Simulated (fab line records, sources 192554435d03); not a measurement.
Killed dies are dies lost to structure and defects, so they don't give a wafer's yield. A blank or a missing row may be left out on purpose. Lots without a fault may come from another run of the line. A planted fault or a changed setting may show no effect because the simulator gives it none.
Split-lot experiment | flow n5_finfet | 7 lots, 21 wafers read, on a route of 1938 steps

THE SPLIT
At N5_BEOL_M9_COAT_05 (resist thk 90 nm), the setting spin_rpm was moved away from the recipe's 1500 rpm on 7 of the 21 wafers read, by -10.0% to +6.8%. The other wafers ran this setting at the recipe's value.

FROM THE SPLIT TO THE READING: what the file shows between them, 2 steps
- N5_BEOL_M9_EBR_07
- N5_BEOL_M9_SOFTBAKE_06: time 60 s

THE READING
CAR-ArF_of_BEOL_M9_COAT_05.thk_nm (the simulator's own value, which no gauge read), in nm, at N5_BEOL_M9_DESCUM_16 (chemistry O2, time 7.9 s). The file gives no usual value for it. The 14 wafers here that ran the recipe average 83.3 nm, standard deviation 0.34 nm.

wafer  | tool, chamber at the split | spin_rpm as run, rpm | against the recipe | CAR-ArF_of_BEOL_M9_COAT_05.thk_nm, nm | against lot-mates on the recipe
L080.1 | litho_track-05, 0          | 1602                 | +6.8%              | 80.4                                  | -3.0
L080.2 | litho_track-05, 0          | 1500                 | recipe             | 83.2                                  | -
L080.3 | litho_track-05, 0          | 1500                 | recipe             | 83.6                                  | -
L081.2 | litho_track-05, 0          | 1500                 | recipe             | 83.4                                  | -
L081.5 | litho_track-05, 0          | 1398                 | -6.8%              | 86.6                                  | +3.3
L081.6 | litho_track-05, 0          | 1500                 | recipe             | 83.2                                  | -
L084.1 | litho_track-03, 0          | 1500                 | recipe             | 83                                    | -
L084.4 | litho_track-03, 0          | 1500                 | recipe             | 83.2                                  | -
L084.6 | litho_track-03, 0          | 1407                 | -6.2%              | 86.2                                  | +3.1
L083.4 | litho_track-03, 0          | 1500                 | recipe             | 83                                    | -
L083.5 | litho_track-03, 0          | 1500                 | recipe             | 82.6                                  | -
L083.6 | litho_track-03, 0          | 1380                 | -8.0%              | 87                                    | +4.2
L086.1 | litho_track-05, 0          | 1500                 | recipe             | 83.6                                  | -
L086.3 | litho_track-05, 0          | 1355                 | -9.7%              | 88.2                                  | +4.6
L086.5 | litho_track-05, 0          | 1355                 | -9.7%              | 88.2                                  | +4.6
L093.2 | litho_track-04, 0          | 1500                 | recipe             | 83                                    | -
L093.3 | litho_track-04, 0          | 1500                 | recipe             | 83                                    | -
L093.5 | litho_track-04, 0          | 1350                 | -10.0%             | 88                                    | +5.0
L095.3 | litho_track-05, 0          | 1500                 | recipe             | 83.6                                  | -
L095.4 | litho_track-05, 0          | 1500                 | recipe             | 83.8                                  | -
L095.6 | litho_track-05, 0          | 1500                 | recipe             | 83.8                                  | -

THE FIT
A straight line over all 21 wafers: CAR-ArF_of_BEOL_M9_COAT_05.thk_nm changes by -0.478 nm for each +1% of spin_rpm; r = -0.99; the points scatter about the line by 0.32 nm.
The same after taking each lot's own level away (the mean of its wafers on the recipe; 21 wafers): -0.484 nm for each +1%; r = -1.00; scatter 0.15 nm.
On that fit, the largest move of spin_rpm shifts the reading by 4.8 nm.
The lots' own levels span 82.80 to 83.73 nm, that is 2.7 times the standard deviation above.
So the lot-to-lot level changes the slope little: the two slopes agree.
Check: with one of the wafers moved furthest among these (-10.0%) left out of the fit, the line predicts +4.84 nm for it against its lot-mates. It came out at +5 nm against them.

OTHER SPLITS ON THESE WAFERS
These wafers also went through other splits before the reading. Each is held against what the fit with the lots' levels taken away leaves over:
other split on the same wafers       | wafers away from the commonest value | r with CAR-ArF_of_BEOL_M9_COAT_05.thk_nm (lot level and that fit taken away)
N5_BEOL_M6_EXPOSE_08 dose_mj         | 4                                    | -0.42
N5_BEOL_M6_STRIP_19 temp_c           | 7                                    | +0.06
N5_BEOL_M7_DESCUM_33 time_s          | 7                                    | -0.20
N5_BEOL_M8_PECVD_70 temp_c           | 8                                    | -0.37
N5_BEOL_M8_DEVELOP_10 develop_time_s | 5                                    | -0.07

THE WHOLE CHAIN: every reading that the file lists as answering this split, in the file's order
step                 | what it does             | reading                                                                            | change (the file's fit)               | r (the file's)
N5_BEOL_M9_COAT_05   | resist thk 90 nm         | CAR-ArF_of_BEOL_M9_COAT_05.thk_nm (the simulator's own value, which no gauge read) | -0.483 nm for each +1% of the setting | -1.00
N5_BEOL_M9_DESCUM_16 | chemistry O2, time 7.9 s | CAR-ArF_of_BEOL_M9_COAT_05.thk_nm (the simulator's own value, which no gauge read) | -0.49 nm for each +1% of the setting  | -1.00

THE FILE'S OWN FIT
CAR-ArF_of_BEOL_M9_COAT_05.thk_nm changes by -0.49 nm for each +1% of spin_rpm, r = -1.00.
